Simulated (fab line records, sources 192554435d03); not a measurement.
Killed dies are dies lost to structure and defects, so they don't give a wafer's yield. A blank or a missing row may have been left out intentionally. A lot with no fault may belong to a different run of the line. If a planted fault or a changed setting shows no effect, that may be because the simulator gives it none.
Matching of chambers | flow n5Finfet | N5_BEOL_M11_STRIP_19 on rieDiel-01 has 4 sister chambers
The step strips in O2. 14 wafers are shown with their chamber, then 7 later ones without.

## EACH WAFER AND ITS CHAMBER
wafer  | chamber | drypumpMotorCurrentA (A) | showerheadPlenumPTorr (Torr) | throttleValvePct (%)
L077.3 | 2       | 6.1                      | 2.00                         | 16.93
L077.4 | 0       | 5.2                      | 2.15                         | 16.69
L077.6 | 3       | 6.2                      | 2.04                         | 16.39
L079.3 | 0       | 5.2                      | 2.15                         | 16.71
L079.4 | 1       | 5.8                      | 2.07                         | 16.60
L079.6 | 0       | 5.2                      | 2.15                         | 16.68
L083.1 | 3       | 6.2                      | 2.03                         | 16.40
L083.2 | 2       | 6.1                      | 2.00                         | 16.94
L083.5 | 3       | 6.2                      | 2.03                         | 16.41
L090.2 | 1       | 5.8                      | 2.07                         | 16.62
L090.3 | 3       | 6.3                      | 2.03                         | 16.41
L090.4 | 3       | 6.2                      | 2.03                         | 16.43
L093.1 | 0       | 5.2                      | 2.14                         | 16.77
L093.2 | 3       | 6.2                      | 2.02                         | 16.46

SIGNATURES (averages over the wafers above)
reading               | chamber 0 | chamber 1 | chamber 2 | chamber 3 | scatter within a chamber
drypumpMotorCurrentA  | 5.200     | 5.800     | 6.100     | 6.217     | 0.0289
showerheadPlenumPTorr | 2.1475    | 2.0700    | 2.0000    | 2.0300    | 0.00524
throttleValvePct      | 16.7125   | 16.6100   | 16.9350   | 16.4167   | 0.0287
Rule: for each reading, subtract the chamber's mean from the wafer's reading, divide by that reading's scatter and square the result; add these up over the readings and take the root, which gives the wafer's distance from the chamber. If the next closest chamber is less than 2 further off than the closest, the wafer can't be placed; otherwise it belongs to the closest. How the scatter is found: for the shown wafers, subtract from each reading the mean of its chamber, square and add these, divide the total by (wafers less chambers), then take the root.

## WAFERS MISSING THEIR CHAMBER
wafer  | drypumpMotorCurrentA (A) | showerheadPlenumPTorr (Torr) | throttleValvePct (%)
L093.3 | 5.8                      | 2.06                         | 16.64
L096.1 | 5.8                      | 2.06                         | 16.64
L096.2 | 6.1                      | 2.26                         | 16.53
L096.4 | 5.2                      | 2.14                         | 16.76
L097.4 | 6.1                      | 2.25                         | 16.56
L097.5 | 6.2                      | 2.02                         | 16.49
L097.6 | 5.2                      | 2.13                         | 16.76

## WHICH CHAMBER EACH ONE RAN IN
wafer  | from the rows above     | in truth
L093.3 | 1                       | 1
L096.1 | 1                       | 1
L096.2 | can't be placed: 1 or 0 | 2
L096.4 | 0                       | 0
L097.4 | can't be placed: 1 or 0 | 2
L097.5 | 3                       | 3
L097.6 | 0                       | 0
Correctly placed: 5 of 7. Can't be placed from these rows: 2 (the true chamber is among the candidates in 0). Wrongly placed: 0.
